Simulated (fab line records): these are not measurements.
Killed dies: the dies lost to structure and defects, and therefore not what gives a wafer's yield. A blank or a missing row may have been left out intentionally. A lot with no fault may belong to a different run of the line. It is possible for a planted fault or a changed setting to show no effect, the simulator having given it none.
Matching of chambers    flow n5 finfet    N5_BEOL_M9_STRIP_36 on rie diel-06 has 4 sister chambers
The step strips in N2/H2. 22 wafers are shown with their chamber, then 11 later ones without.

== WAFERS WITH THEIR CHAMBER ==
wafer   chamber  showerhead plenum p Torr (Torr)  oes product au (a.u.)  power w (W)
L076.1  1        2.68                             0.87                   449.0
L076.4  0        2.53                             0.69                   448.0
L076.6  0        2.53                             0.69                   449.6
L075.1  2        2.44                             0.76                   448.0
L075.3  1        2.68                             0.86                   449.1
L075.4  3        2.49                             0.84                   450.9
L077.2  3        2.49                             0.86                   451.0
L077.4  2        2.44                             0.77                   451.0
L077.6  3        2.49                             0.86                   451.9
L078.1  1        2.68                             0.85                   453.2
L078.3  3        2.49                             0.86                   451.1
L078.4  2        2.44                             0.76                   450.5
L080.1  1        2.68                             0.84                   451.9
L080.3  2        2.44                             0.77                   449.8
L080.6  2        2.44                             0.75                   449.9
L082.1  3        2.49                             0.86                   450.0
L082.5  3        2.49                             0.85                   448.4
L082.6  0        2.52                             0.66                   450.5
L083.2  1        2.67                             0.83                   449.7
L083.4  1        2.67                             0.84                   451.7
L083.6  2        2.44                             0.75                   451.5
L087.2  3        2.48                             0.83                   449.4

SIGNATURES, as means of the wafers listed above
reading                   chamber 0  chamber 1  chamber 2  chamber 3  scatter within a chamber
showerhead plenum p Torr  2.5267     2.6767     2.4400     2.4886     0.00398
oes product au            0.6800     0.8483     0.7600     0.8514     0.0128
power w                   449.367    450.767    450.117    450.386    1.38
Rule: for each reading, subtract the chamber's mean from the wafer's reading, divide by that reading's scatter and square the result; add these up over the readings and take the root, which gives the wafer's distance from the chamber. If the next closest chamber is less than 2 further off than the closest, the wafer can't be placed; otherwise it belongs to the closest. The scatter: take each reading less its chamber's mean, square it, sum over the shown wafers, divide by the number of wafers less the number of chambers, and take the root.

== WAFERS WITHOUT THEIR CHAMBER ==
wafer   showerhead plenum p Torr (Torr)  oes product au (a.u.)  power w (W)
L087.5  2.67                             0.84                   450.8
L087.6  2.48                             0.84                   449.1
L088.1  2.48                             0.83                   449.3
L088.3  2.67                             0.82                   448.0
L088.5  2.43                             0.74                   449.6
L089.1  2.52                             0.94                   448.1
L089.2  2.67                             0.82                   448.8
L089.6  2.67                             0.80                   447.7
L093.2  2.66                             0.83                   449.5
L093.4  2.51                             0.94                   451.1
L093.5  2.51                             0.93                   448.9

== CHAMBER TAKEN BY EACH ==
wafer    from the rows above   in truth
L087.5   1                     1
L087.6   3                     3
L088.1   3                     3
L088.3   1                     1
L088.5   2                     2
L089.1   3                     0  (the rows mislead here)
L089.2   1                     1
L089.6   1                     1
L093.2   1                     1
L093.4   3                     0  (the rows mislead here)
L093.5   3                     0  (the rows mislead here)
8 of 11 placed correctly. Left unplaced by these rows: 0. 3 placed wrongly.
